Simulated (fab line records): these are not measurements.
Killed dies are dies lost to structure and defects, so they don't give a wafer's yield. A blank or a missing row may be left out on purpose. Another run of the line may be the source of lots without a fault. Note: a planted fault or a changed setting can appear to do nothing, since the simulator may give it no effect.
fab line records	flow n5_finfet
record lots=9	wafers=26	last_day=17
route steps=1938 shown FIN_CUT@172 STI_FIN_REVEAL@204 DUMMY_GATE@215 BEOL_M4@1111 PASSIVATION@1936
lots with no fault: from the same line, run without faults
start_h: hours from the record's first day to the start of the lot's first wafer shown	wait_h: time in hours since the lot's previous step	" repeats the value in the row above	L1.1+2: several wafers, shown together as one row	- no value, or no start given	* or withheld: withheld	< > ~ a bound
route shown NAME@n: names a module that has steps shown in the file, with the first one's number in the route	usual: mean/standard deviation of fault-free wafers	same: alike in all rows	chamber/n: place in a boat	sites: readings site by site	_std_site: the values' standard deviation	_edge_site: mean of outer sites minus mean of inner sites	radius_mm: for every site, how far away it sits from the centre of the wafer	mask NAME#n: copy n	behind: the last tool/chamber to shape the wafer	hold: why the lot was held/for how many hours/how that ended	device: names the non-switching transistor (n, p or np)	end of line: the same wafers' tests at the end of the route	step lacking rows: just its recipe	killed: not the wafer's yield, but the dies lost to structure and defects at the first sort	map: a wafer's dies, marking killed ones x, the rest . and places with no die _
set.NAME: the setting the step ran with; set.NAME@STEP: the setting that earlier step ran with	model.NAME: the simulator's own value behind a step, which no gauge read
one table for each step of the route and one row for each wafer, over a sample of lots
services: from which hour (start_h, from the record's first day; less than 0 if before it) a tool's chamber was out of use, for how many hours, and why
## steps
# step N5_FIN_CUT_STRIP_24
# recipe chemistry=CF4	resist=SiARC	power_w=300	bias_power_w=75	pressure_mtorr=50	cf4_flow_sccm=150	rf_frequency_hz=6e+07
# usual bias_power_w=74.98/0.23	drypump_motor_current_A=5.9/0.33	oes_product_au=0.74/0.065	rf_vpp_V=271.5/1.5	showerhead_plenum_p_Torr=1.81/0.05	throttle_valve_pct=13.70/0.2
lot.wafer	tool	chamber	start_h	wait_h	bias_power_w	drypump_motor_current_A	oes_product_au	rf_hours_counter_h	rf_vpp_V	showerhead_plenum_p_Torr	throttle_valve_pct
L287.1	rie_diel-01	1	40.58	0.0	75.13	5.6	0.70	205	271.0	1.76	13.43
L287.3	"	0	"	"	74.86	5.1	0.76	131	273.2	1.88	13.50
L287.5	"	0	"	"	75.40	5.1	0.77	-	270.8	1.88	13.52
L289.1	rie_diel-02	3	51.29	0.0	74.87	5.8	0.71	169	271.1	1.78	13.91
L289.3	"	2	"	"	74.75	6.0	0.76	137	272.8	1.88	13.61
L289.6	"	1	"	"	74.71	5.7	0.74	-	267.9	1.75	13.90
L290.1	rie_diel-02	2	56.94	0.0	74.91	6.0	0.76	138	273.2	1.87	13.63
L290.3	"	1	"	"	75.03	5.7	0.74	153	270.7	1.75	13.92
L290.6	"	1	"	"	74.98	5.7	0.74	-	270.3	1.75	13.92
L291.1	rie_diel-02	3	63.44	0.0	74.64	5.7	0.71	173	271.0	1.77	13.92
L291.3	"	2	"	"	74.92	6.0	0.76	141	272.6	1.87	13.65
L291.5	"	0	"	"	74.75	5.9	0.71	-	271.5	1.82	13.64
L297.1	rie_diel-01	1	99.61	0.0	75.02	5.6	0.69	224	271.8	1.75	13.49
L297.3	"	0	"	"	74.93	5.1	0.74	152	273.5	1.87	13.55
L297.4	"	1	"	"	75.05	5.6	0.69	-	270.9	1.75	13.48
L298.1	rie_diel-02	0	105.06	0.0	74.96	5.9	0.70	220	271.8	1.82	13.68
L298.3	"	1	"	"	74.72	5.7	0.73	167	269.1	1.75	13.94
L298.6	"	2	"	"	74.77	6.0	0.76	-	272.6	1.87	13.65
L306.1	rie_diel-02	1	153.26	0.0	74.94	5.7	0.72	182	267.7	1.74	13.98
L306.3	"	3	"	"	75.12	5.7	0.69	201	270.9	1.77	13.97
L306.4	"	2	"	"	75.25	6.0	0.74	168	271.6	1.87	13.68
L307.1	rie_diel-02	1	161.66	0.0	74.75	5.7	0.72	184	269.5	1.74	14.00
L307.3	"	3	"	"	74.99	5.7	0.69	203	270.8	1.77	13.98
L307.4	"	2	"	"	74.69	6.0	0.74	170	272.5	1.87	13.70
L308.5	rie_diel-02	2	166.49	0.0	75.00	6.0	0.74	-	272.6	1.86	13.70
L308.6	"	3	"	"	74.85	5.8	0.68	-	270.6	1.77	13.98
# step N5_STI_FIN_REVEAL_OXIDATION_33
# recipe chemistry=O2_PLASMA_REMOTE	temp_c=150	time_s=20	pressure_mtorr=1000	source_power_w=2000	o2_flow_sccm=3000
# usual drypump_motor_current_A=5.67/0.053	heater_power_w=147/9.6
lot.wafer	tool	chamber	start_h	wait_h	drypump_motor_current_A	heater_power_w	rf_hours_counter_h
L287.1	plasma_asher-01	1	50.12	0.0	5.68	134	88
L287.3	"	0	"	"	5.63	137	-
L287.5	"	0	"	"	5.64	136	-
L289.1	plasma_asher-01	0	60.95	0.0	5.64	138	90
L289.3	"	1	"	"	5.62	140	-
L289.6	"	1	"	"	5.60	143	-
L290.1	plasma_asher-01	1	67.56	0.0	5.64	141	91
L290.3	"	1	"	"	5.64	140	-
L290.6	"	1	"	"	5.63	138	-
L291.1	plasma_asher-02	0	73.71	0.0	5.68	160	34
L291.3	"	0	"	"	5.68	154	-
L291.5	"	1	"	"	5.70	158	-
L297.1	plasma_asher-02	0	109.72	0.0	5.69	158	41
L297.3	"	1	"	"	5.77	159	-
L297.4	"	0	"	"	5.65	155	-
L298.1	plasma_asher-01	1	114.69	0.0	5.60	142	99
L298.3	"	1	"	"	5.60	140	-
L298.6	"	1	"	"	5.62	142	-
L306.1	plasma_asher-01	0	162.29	0.0	5.64	134	114
L306.3	"	0	"	"	5.60	138	-
L306.4	"	1	"	"	5.61	139	-
L307.1	plasma_asher-01	0	171.51	0.0	5.62	136	116
L307.3	"	0	"	"	5.64	136	-
L307.4	"	1	"	"	5.62	147	-
L308.5	plasma_asher-02	0	178.22	0.1	5.70	158	-
L308.6	"	1	"	"	5.72	158	-
# step N5_DUMMY_GATE_CVD_03
# recipe material=a-Si	target_thk_a=1500	temp_c=530	precursor=SiH4	time_s=8042
# usual spike_tc_bottom_C=556.0/2.8	spike_tc_centre_C=529.7/0.76	spike_tc_top_C=552.9/1.8	susceptor_temp_C=529.97/0.18	zone_power_lower_pct=6.9/0.43
lot.wafer	tool	chamber	start_h	wait_h	spike_tc_bottom_C	spike_tc_centre_C	spike_tc_top_C	susceptor_temp_C	zone_power_lower_pct
L287.1	lpcvd-01	1/40	50.60	0.1	560.0	529.8	551.3	530.06	6.8
L287.3	"	1/50	"	"	560.0	529.8	551.3	530.06	6.8
L287.5	"	1/59	"	"	560.0	529.8	551.3	530.06	6.8
L289.1	lpcvd-01	1/40	61.52	0.1	-	-	-	-	-
L289.3	"	1/50	"	"	-	-	-	-	-
L289.6	"	1/64	"	"	-	-	-	-	-
L290.1	lpcvd-01	0/65	68.05	0.1	-	-	-	-	-
L290.3	"	0/75	"	"	-	-	-	-	-
L290.6	"	0/89	"	"	-	-	-	-	-
L291.1	lpcvd-01	1/65	74.20	0.1	-	-	-	-	-
L291.3	"	1/75	"	"	-	-	-	-	-
L291.5	"	1/84	"	"	-	-	-	-	-
L297.1	lpcvd-02	1/65	110.21	0.1	557.2	529.1	552.0	530.20	7.3
L297.3	"	1/75	"	"	557.2	529.1	552.0	530.20	7.3
L297.4	"	1/79	"	"	557.2	529.1	552.0	530.20	7.3
L298.1	lpcvd-02	1/15	115.60	0.1	557.5	529.3	552.5	530.01	7.3
L298.3	"	1/25	"	"	557.5	529.3	552.5	530.01	7.3
L298.6	"	1/39	"	"	557.5	529.3	552.5	530.01	7.3
L306.1	lpcvd-01	1/40	163.54	0.1	558.2	528.6	551.2	530.12	6.8
L306.3	"	1/50	"	"	558.2	528.6	551.2	530.12	6.8
L306.4	"	1/54	"	"	558.2	528.6	551.2	530.12	6.8
L307.1	lpcvd-01	1/40	172.36	0.1	559.5	529.0	550.9	530.03	6.8
L307.3	"	1/50	"	"	559.5	529.0	550.9	530.03	6.8
L307.4	"	1/54	"	"	559.5	529.0	550.9	530.03	6.8
L308.5	lpcvd-01	0/59	178.66	0.0	550.8	530.6	555.4	529.93	6.3
L308.6	"	0/64	"	"	550.8	530.6	555.4	529.93	6.3
# step N5_DUMMY_GATE_THK_MEAS_05
# usual thk_nm=72.4/1.2
lot.wafer	tool	chamber	start_h	wait_h	thk_nm
L287.1	film_metro-01	-	54.58	0.2	70.7
L287.3	"	-	"	"	73.0
L287.5	"	-	"	"	72.3
L289.1	film_metro-01	-	67.42	0.2	2.1
L289.3	"	-	"	"	2.0
L289.6	"	-	"	"	2.0
L290.1	film_metro-02	-	73.87	0.1	2.0
L290.3	"	-	"	"	2.0
L290.6	"	-	"	"	2.0
L291.1	film_metro-02	-	80.01	0.1	2.0
L291.3	"	-	"	"	2.0
L291.5	"	-	"	"	2.0
L297.1	film_metro-02	-	114.30	0.1	73.2
L297.3	"	-	"	"	71.0
L297.4	"	-	"	"	71.9
L298.1	film_metro-01	-	119.80	0.2	74.2
L298.3	"	-	"	"	72.7
L298.6	"	-	"	"	73.1
L306.1	film_metro-01	-	167.53	0.1	71.2
L306.3	"	-	"	"	72.6
L306.4	"	-	"	"	72.1
L307.1	film_metro-02	-	178.16	0.2	70.6
L307.3	"	-	"	"	70.7
L307.4	"	-	"	"	72.2
L308.5	film_metro-02	-	184.48	0.1	72.4
L308.6	"	-	"	"	74.7
# step N5_DUMMY_GATE_OVL_MEAS_16
# recipe points_per_wafer=522
# usual GATE_OVL=-0.2/0.78
lot.wafer	tool	chamber	start_h	wait_h	GATE_OVL[nm]
L287.1	overlay-02	0	58.91	0.0	-0.3
L287.3	"	0	"	"	-0.3
L287.5	"	0	"	"	-0.4
L289.1	overlay-01	0	71.75	0.0	-0.9
L289.3	"	0	"	"	-0.4
L289.6	"	0	"	"	-0.6
L290.1	overlay-01	0	78.20	0.0	-0.8
L290.3	"	0	"	"	0.3
L290.6	"	0	"	"	-0.7
L291.1	overlay-01	0	86.31	0.0	-1.0
L291.3	"	0	"	"	0.0
L291.5	"	0	"	"	0.5
L297.1	overlay-02	0	118.81	0.0	1.5
L297.3	"	0	"	"	0.1
L297.4	"	0	"	"	-1.0
L298.1	overlay-02	0	124.14	0.0	1.2
L298.3	"	0	"	"	0.1
L298.6	"	0	"	"	0.4
L306.1	overlay-02	0	172.03	0.0	0.5
L306.3	"	0	"	"	0.8
L306.4	"	0	"	"	0.9
L307.1	overlay-01	0	184.59	0.0	-0.8
L307.3	"	0	"	"	-0.6
L307.4	"	0	"	"	-0.2
L308.5	overlay-01	0	190.80	0.0	-1.1
L308.6	"	0	"	"	-0.9
# step N5_DUMMY_GATE_CD_MEAS_24
# recipe target_cd_nm=15
# usual cd_nm=15.0/0.51
lot.wafer	tool	chamber	start_h	wait_h	cd_nm
L287.1	cd_sem-03	-	59.87	0.1	14.1
L287.3	"	-	"	"	14.6
L287.5	"	-	"	"	14.5
L289.1	cd_sem-03	-	72.71	0.1	-
L289.3	"	-	"	"	-
L289.6	"	-	"	"	-
L290.1	cd_sem-02	-	79.69	0.1	-
L290.3	"	-	"	"	-
L290.6	"	-	"	"	-
L291.1	cd_sem-03	-	87.36	0.1	-
L291.3	"	-	"	"	-
L291.5	"	-	"	"	-
L297.1	cd_sem-01	-	119.77	0.1	15.8
L297.3	"	-	"	"	15.9
L297.4	"	-	"	"	15.6
L298.1	cd_sem-01	-	125.11	0.1	14.5
L298.3	"	-	"	"	15.5
L298.6	"	-	"	"	15.4
L306.1	cd_sem-02	-	173.00	0.1	15.4
L306.3	"	-	"	"	14.6
L306.4	"	-	"	"	14.9
L307.1	cd_sem-01	-	185.55	0.1	15.2
L307.3	"	-	"	"	14.4
L307.4	"	-	"	"	14.7
L308.5	cd_sem-03	-	191.75	0.0	16.1
L308.6	"	-	"	"	14.6
# step N5_BEOL_M4_RC_MEAS_101
# usual DIBL_N=36.8/2.2	DIBL_P=37.0/2.8	IOFF_N=0.18/0.043	IOFF_P=0.23/0.05	ION_N=680/14	ION_P=466/9.1	SS_N=71.7/0.74	SS_P=73.5/0.79	VT_N=248/4	VT_P=-249/4.1
lot.wafer	tool	chamber	start_h	wait_h	DIBL_N[mV/V]	DIBL_P[mV/V]	IOFF_N[nA/um]	IOFF_P[nA/um]	ION_N[uA/um]	ION_P[uA/um]	SS_N[mV/dec]	SS_P[mV/dec]	VT_N[mV]	VT_P[mV]
L287.1	prober-01	0	169.07	0.0	39.6	41.3	0.29	0.36	715	484	72.7	74.8	238	-241
L287.3	"	0	"	"	35.4	36.2	0.17	0.22	691	470	71.5	73.3	247	-246
L287.5	"	0	"	"	37.8	39.6	0.23	0.32	696	480	72.1	74.0	243	-242
L297.1	prober-01	0	238.03	0.0	36.0	34.8	0.18	0.22	691	467	71.4	72.5	247	-250
L297.3	"	0	"	"	34.0	31.5	0.13	0.17	668	462	70.7	71.9	255	-251
L297.4	"	0	"	"	36.7	34.3	0.18	0.21	687	474	71.0	72.6	249	-248
L298.1	prober-02	0	247.48	0.0	36.1	36.5	0.15	0.20	674	462	71.9	73.4	251	-251
L298.3	"	0	"	"	35.9	35.4	0.16	0.20	684	460	71.3	73.3	248	-251
L298.6	"	0	"	"	37.0	37.1	0.17	0.23	683	463	71.3	73.4	248	-248
L306.1	prober-01	0	291.49	0.0	37.4	36.0	0.18	0.20	687	459	71.9	73.4	249	-252
L306.3	"	0	"	"	39.8	41.2	0.25	0.31	707	480	73.3	74.3	244	-249
L306.4	"	0	"	"	38.5	37.6	0.21	0.23	683	460	72.8	73.8	247	-250
L307.1	prober-01	0	298.57	0.0	33.4	34.3	0.12	0.17	671	460	70.6	73.1	256	-255
L307.3	"	0	"	"	37.3	39.2	0.20	0.25	687	468	71.6	73.7	246	-250
L307.4	"	0	"	"	35.5	37.2	0.15	0.22	670	466	71.4	73.1	251	-250
L308.5	prober-02	0	299.52	0.6	36.7	37.9	0.20	0.26	686	474	72.2	73.6	243	-244
L308.6	"	0	"	"	37.7	40.2	0.22	0.31	701	487	72.3	74.8	242	-241
# step N5_PASSIVATION_PROBE_49
# usual defect_limited_yield=91.4/1.5	killed_at_M0_to_M3=36/11	killed_at_M4_up=14/6	killed_at_contacts=11/6	killed_at_front_end=37/11	killed_at_other=4/3.4	killed_dies=102/18	killed_on_rim=13/3.5	killed_open=66/13	killed_short=34/7.8	sort_bin_5_function=5.0/0.97	sort_bin_6_memory=3.2/0.7	sort_bin_8_speed=0.0/0.38	sort_n_pass=1078/19	sort_yield_pct=91.3/1.6
# same gross_dies=1180	killed_at_back_side=0	sort_bin_4_leakage[%]=0
lot.wafer	tool	chamber	start_h	wait_h	defect_limited_yield[%]	killed_at_M0_to_M3	killed_at_M4_up	killed_at_contacts	killed_at_front_end	killed_at_other	killed_dies	killed_on_rim	killed_open	killed_short	sort_bin_5_function[%]	sort_bin_6_memory[%]	sort_bin_8_speed[%]	sort_n_pass	sort_yield_pct[%]
L287.1	prober-01	-	271.72	0.0	91.7	30	16	15	28	9	98	12	60	34	4.2	3.9	0	1082	91.7
L287.3	prober-01	-	271.82	0.1	92.5	41	15	7	24	1	88	12	46	39	4.4	2.5	0	1092	92.5
L287.5	prober-01	-	271.92	0.2	91.7	25	21	7	37	8	98	17	66	30	5.3	3.0	0	1082	91.7
L289.1	prober-01	-	307.61	0.0	0	12	0	2	1166	0	1180	152	17	4	71.7	2.8	0	0	0
L289.3	prober-01	-	307.71	0.1	0	12	0	0	1168	0	1180	152	13	12	73.2	2.3	0	0	0
L289.6	prober-01	-	307.86	0.3	0	10	1	0	1169	0	1180	152	15	6	72.5	2.6	0	0	0
L290.1	prober-01	-	309.49	0.0	0	7	3	1	1169	0	1180	152	12	6	73.5	3.8	0	0	0
L290.3	prober-01	-	309.59	0.1	0	5	1	1	1173	0	1180	152	6	4	71.9	3.0	0	0	0
L290.6	prober-01	-	309.74	0.3	0	9	2	1	1168	0	1180	152	12	7	73.6	2.4	0	0	0
L291.1	prober-02	-	313.20	0.0	0	11	1	3	1164	1	1180	152	13	11	71.6	2.6	0	0	0
L291.3	prober-02	-	313.30	0.1	0	9	1	6	1164	0	1180	152	16	5	72.0	3.0	0	0	0
L291.5	prober-02	-	313.40	0.2	0	11	2	7	1160	0	1180	152	20	6	71.6	3.0	0	0	0
L297.1	prober-02	-	344.63	0.8	92.6	34	17	4	25	7	87	7	47	39	4.5	2.5	0	1093	92.6
L297.3	prober-02	-	344.73	0.9	92.5	36	14	6	31	2	89	13	48	41	3.6	3.7	0	1091	92.5
L297.4	prober-02	-	344.78	0.9	89.1	39	19	7	61	3	129	16	78	49	6.5	3.9	0	1051	89.1
L298.1	prober-02	-	349.82	0.9	93.5	27	13	5	31	1	77	7	45	30	3.4	2.7	0	1103	93.5
L298.3	prober-02	-	349.92	1.0	90.8	31	13	21	41	2	108	16	65	43	5.3	3.5	0	1072	90.8
L298.6	prober-02	-	350.07	1.1	90.1	36	28	7	44	2	117	19	83	33	6.1	3.6	0	1063	90.1
L306.1	prober-01	-	395.07	0.0	91.0	23	16	13	54	0	106	15	71	33	5.5	3.4	0	1074	91.0
L306.3	prober-01	-	395.17	0.1	93.6	20	13	12	29	1	75	9	50	23	3.9	2.0	0	1105	93.6
L306.4	prober-01	-	395.22	0.2	91.5	37	7	16	37	3	100	18	68	32	5.4	2.3	0	1080	91.5
L307.1	prober-02	-	400.07	0.0	92.3	20	14	12	43	2	91	13	57	33	4.7	2.5	0	1089	92.3
L307.3	prober-02	-	400.17	0.1	90.3	43	19	9	42	2	115	10	66	42	6.2	3.1	0.1	1065	90.3
L307.4	prober-02	-	400.22	0.2	92.5	22	11	22	28	5	88	12	57	27	4.0	2.9	0	1092	92.5
L308.5	prober-01	-	401.26	0.2	91.3	39	15	3	45	1	103	15	62	40	5.4	3.1	0	1077	91.3
L308.6	prober-01	-	401.31	0.3	89.4	64	8	7	46	0	125	13	72	51	5.8	4.2	0	1055	89.4
# killed by level:class
L287.1 MOL_CONTACT_COAG:geometric_particle:open=13 BEOL_M2:geometric_particle:open=9 BEOL_M4:geometric_particle:open=6 BEOL_M0_SAQP:geometric_particle:open=5 DUMMY_GATE:geometric_particle:open=4 BEOL_M0_SAQP:geometric_particle:short=4 BEOL_M3:geometric_particle:open=4 PASS1_CAP:geometric_particle:open=4
L287.3 FIN_SAQP:geometric_particle:short=11 BEOL_M0_SAQP:geometric_particle:short=11 BEOL_M0_SAQP:geometric_particle:open=9 BEOL_M3:geometric_particle:open=6 BEOL_M2:geometric_particle:open=5 FIN_SAQP:geometric_particle:open=4 MOL_CONTACT_COAG:geometric_particle:short=4 BEOL_M3:geometric_particle:short=4
L287.5 BEOL_M4:geometric_particle:open=16 FIN_SAQP:geometric_particle:open=9 STI_FIN_REVEAL:geometric_particle:open=6 BEOL_M0_SAQP:geometric_particle:open=5 BEOL_M2:geometric_particle:open=5 BEOL_M3:geometric_particle:open=5 FIN_SAQP:geometric_particle:short=4 GATE_CUT:geometric_particle:short=4
L289.1 DUMMY_GATE:lost_pattern=1152 DUMMY_GATE:area_cvd=7 BEOL_M0_SAQP:geometric_particle:open=4 BEOL_M2:geometric_particle:open=3 FIN_SAQP:geometric_particle:open=2 FIN_SAQP:geometric_particle:short=2 ILD0:geometric_particle:open=2 MOL_CONTACT_COAG:geometric_particle:open=2
L289.3 DUMMY_GATE:lost_pattern=1153 BEOL_M0_SAQP:geometric_particle:short=4 BEOL_M0_SAQP:geometric_particle:open=4 FIN_SAQP:geometric_particle:short=2 FIN_SAQP:geometric_particle:open=2 STI_FIN_REVEAL:geometric_particle:open=2 DUMMY_GATE:area_cvd=2 STI_FIN_REVEAL:geometric_particle:short=1
L289.6 DUMMY_GATE:lost_pattern=1156 FIN_SAQP:geometric_particle:open=5 BEOL_M0_SAQP:geometric_particle:open=4 FIN_SAQP:geometric_particle:short=3 DUMMY_GATE:area_cvd=3 BEOL_M0_SAQP:geometric_particle:short=2 BEOL_M1:geometric_particle:open=2 FIN_CUT:geometric_particle:short=1
L290.1 DUMMY_GATE:lost_pattern=1153 DUMMY_GATE:area_cvd=9 DUMMY_GATE:geometric_particle:open=2 BEOL_M2:geometric_particle:open=2 BEOL_M3:geometric_particle:open=2 BEOL_M4:geometric_particle:open=2 STARTING-WAFER:geometric_particle:short=2 BEOL_M1:geometric_particle:open=1
L290.3 DUMMY_GATE:lost_pattern=1167 DUMMY_GATE:area_cvd=3 BEOL_M3:geometric_particle:open=2 FIN_SAQP:geometric_particle:short=1 FIN_SAQP:geometric_particle:open=1 MOL_CONTACT_COAG:geometric_particle:short=1 BEOL_M0_SAQP:geometric_particle:short=1 BEOL_M0_SAQP:geometric_particle:open=1
L290.6 DUMMY_GATE:lost_pattern=1158 BEOL_M0_SAQP:geometric_particle:short=3 DUMMY_GATE:area_cvd=3 FIN_SAQP:geometric_particle:open=2 GATE_CUT:geometric_particle:short=2 BEOL_M0_SAQP:geometric_particle:open=2 BEOL_M1:geometric_particle:open=2 FIN_SAQP:geometric_particle:short=1
L291.1 DUMMY_GATE:lost_pattern=1147 DUMMY_GATE:area_cvd=9 BEOL_M0_SAQP:geometric_particle:short=6 MOL_CONTACT_COAG:geometric_particle:open=3 BEOL_M2:geometric_particle:open=2 BEOL_M3:geometric_particle:open=2 STARTING-WAFER:geometric_particle:open=2 FIN_SAQP:geometric_particle:open=1
L291.3 DUMMY_GATE:lost_pattern=1152 DUMMY_GATE:area_cvd=7 MOL_CONTACT_COAG:geometric_particle:open=4 FIN_SAQP:geometric_particle:open=3 STI_FIN_REVEAL:geometric_particle:open=2 MOL_CONTACT_COAG:geometric_particle:short=2 BEOL_M0_SAQP:geometric_particle:short=2 BEOL_M1:geometric_particle:open=2
L291.5 DUMMY_GATE:lost_pattern=1146 DUMMY_GATE:area_cvd=7 MOL_CONTACT_COAG:geometric_particle:open=5 BEOL_M3:geometric_particle:open=5 FIN_SAQP:geometric_particle:open=3 BEOL_M2:geometric_particle:open=3 MOL_CONTACT_COAG:geometric_particle:short=2 FIN_SAQP:geometric_particle:short=1
L297.1 BEOL_M4:geometric_particle:open=10 BEOL_M3:geometric_particle:short=8 FIN_SAQP:geometric_particle:open=7 FIN_SAQP:geometric_particle:short=5 BEOL_M0_SAQP:geometric_particle:open=5 BEOL_M0_SAQP:geometric_particle:short=5 BEOL_M3:geometric_particle:open=5 BEOL_M1:geometric_particle:open=4
L297.3 BEOL_M0_SAQP:geometric_particle:short=11 BEOL_M0_SAQP:geometric_particle:open=8 FIN_SAQP:geometric_particle:open=7 FIN_SAQP:geometric_particle:short=6 STI_FIN_REVEAL:geometric_particle:open=5 MOL_CONTACT_COAG:geometric_particle:open=5 BEOL_M1:geometric_particle:open=5 GATE_CUT:geometric_particle:short=4
L297.4 FIN_SAQP:geometric_particle:open=24 FIN_SAQP:geometric_particle:short=13 BEOL_M0_SAQP:geometric_particle:short=13 BEOL_M0_SAQP:geometric_particle:open=12 BEOL_M4:geometric_particle:open=12 GATE_CUT:geometric_particle:short=7 MOL_CONTACT_COAG:geometric_particle:open=6 BEOL_M4:geometric_particle:short=6
L298.1 FIN_SAQP:geometric_particle:short=6 STI_FIN_REVEAL:geometric_particle:open=6 BEOL_M0_SAQP:geometric_particle:open=6 GATE_CUT:geometric_particle:short=6 BEOL_M1:geometric_particle:open=6 BEOL_M3:geometric_particle:open=5 FIN_SAQP:geometric_particle:open=4 BEOL_M0_SAQP:geometric_particle:short=3
L298.3 MOL_CONTACT_COAG:geometric_particle:open=14 FIN_SAQP:geometric_particle:short=13 BEOL_M0_SAQP:geometric_particle:open=10 STI_FIN_REVEAL:geometric_particle:open=8 MOL_CONTACT_COAG:geometric_particle:short=7 BEOL_M4:geometric_particle:open=7 FIN_SAQP:geometric_particle:open=5 BEOL_M0_SAQP:geometric_particle:short=5
L298.6 BEOL_M4:geometric_particle:open=19 STI_FIN_REVEAL:geometric_particle:open=11 FIN_SAQP:geometric_particle:open=10 BEOL_M1:geometric_particle:open=8 BEOL_M2:geometric_particle:open=7 FIN_SAQP:geometric_particle:short=6 MOL_CONTACT_COAG:geometric_particle:open=5 BEOL_M3:geometric_particle:open=5
L306.1 FIN_SAQP:geometric_particle:short=15 FIN_SAQP:geometric_particle:open=13 STI_FIN_REVEAL:geometric_particle:open=12 MOL_CONTACT_COAG:geometric_particle:open=10 BEOL_M4:geometric_particle:open=9 BEOL_M2:geometric_particle:open=8 BEOL_M3:geometric_particle:open=6 BEOL_M0_SAQP:geometric_particle:short=5
L306.3 FIN_SAQP:geometric_particle:open=11 MOL_CONTACT_COAG:geometric_particle:open=8 FIN_SAQP:geometric_particle:short=7 BEOL_M3:geometric_particle:open=6 BEOL_M4:geometric_particle:open=5 MOL_CONTACT_COAG:geometric_particle:short=4 BEOL_M0_SAQP:geometric_particle:short=4 BEOL_M2:geometric_particle:open=4
L306.4 MOL_CONTACT_COAG:geometric_particle:open=15 BEOL_M0_SAQP:geometric_particle:open=15 FIN_SAQP:geometric_particle:open=12 FIN_SAQP:geometric_particle:short=9 BEOL_M0_SAQP:geometric_particle:short=7 BEOL_M1:geometric_particle:open=6 STARTING-WAFER:geometric_particle:short=4 GATE_CUT:geometric_particle:short=3
L307.1 STI_FIN_REVEAL:geometric_particle:open=9 STARTING-WAFER:geometric_particle:short=9 MOL_CONTACT_COAG:geometric_particle:open=8 FIN_SAQP:geometric_particle:open=6 BEOL_M2:geometric_particle:open=5 FIN_SAQP:geometric_particle:short=5 BEOL_M1:geometric_particle:open=5 MOL_CONTACT_COAG:geometric_particle:short=4
L307.3 FIN_SAQP:geometric_particle:short=12 BEOL_M0_SAQP:geometric_particle:short=12 BEOL_M0_SAQP:geometric_particle:open=11 BEOL_M4:geometric_particle:open=8 FIN_SAQP:geometric_particle:open=7 MOL_CONTACT_COAG:geometric_particle:open=7 STARTING-WAFER:geometric_particle:open=6 DUMMY_GATE:geometric_particle:open=5
L307.4 MOL_CONTACT_COAG:geometric_particle:open=18 FIN_SAQP:geometric_particle:open=8 BEOL_M4:geometric_particle:open=7 FIN_SAQP:geometric_particle:short=6 MOL_CONTACT_COAG:geometric_particle:short=4 BEOL_M0_SAQP:geometric_particle:open=4 BEOL_M2:geometric_particle:open=4 BEOL_M0_SAQP:geometric_particle:short=3
L308.5 FIN_SAQP:geometric_particle:short=9 BEOL_M0_SAQP:geometric_particle:short=8 BEOL_M0_SAQP:geometric_particle:open=8 BEOL_M2:geometric_particle:open=8 ILD0:geometric_particle:short=6 STARTING-WAFER:geometric_particle:open=6 FIN_SAQP:geometric_particle:open=5 STI_FIN_REVEAL:geometric_particle:open=5
L308.6 BEOL_M0_SAQP:geometric_particle:short=23 FIN_SAQP:geometric_particle:short=14 BEOL_M0_SAQP:geometric_particle:open=14 FIN_SAQP:geometric_particle:open=9 BEOL_M1:geometric_particle:open=9 DUMMY_GATE:geometric_particle:open=8 BEOL_M2:geometric_particle:open=7 MOL_CONTACT_COAG:geometric_particle:open=6
## services
tool	chamber	start_h	hours	kind
plasma_asher-02	-	18.65	4.3	pm
rie_diel-01	1	50.76	6.3	repair
rie_diel-01	3	70.53	31.2	repair
plasma_asher-02	-	126.47	15.6	pm
rie_diel-01	0	140.58	7.1	repair
rie_diel-01	-	143.86	3.3	repair
## key
first_sign step=N5_DUMMY_GATE_CVD_03	reading=tool_record	direction=missing
effect step=N5_DUMMY_GATE_THK_MEAS_05	reading=thk_nm	direction=down	sigmas=57	usual=*	struck=*
effect step=N5_DUMMY_GATE_CD_MEAS_24	reading=cd_nm	direction=missing
effect step=N5_PASSIVATION_PROBE_49	reading=killed_at_front_end	direction=up	sigmas=99	usual=37	struck=1167
met_at N5_DUMMY_GATE_CVD_03
struck_lots L289,L290,L291
later_rows_left_out L289.1,L289.3,L289.6,L290.1,L290.3,L290.6,L291.1,L291.3,L291.5
not_acting_at N5_FIN_CUT_STRIP_24,N5_STI_FIN_REVEAL_OXIDATION_33,N5_DUMMY_GATE_OVL_MEAS_16
onset_between 50.60 61.52
fault kind=skipped_step_whole	tool=lpcvd-01	chamber=-	onset_h=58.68	steps=N5_DUMMY_GATE_CVD_03	scope=struck_lots_only
# later_rows_left_out: the simulator's readings of these wafers behind a module that went badly wrong aren't trusted and aren't shown, but for the sort
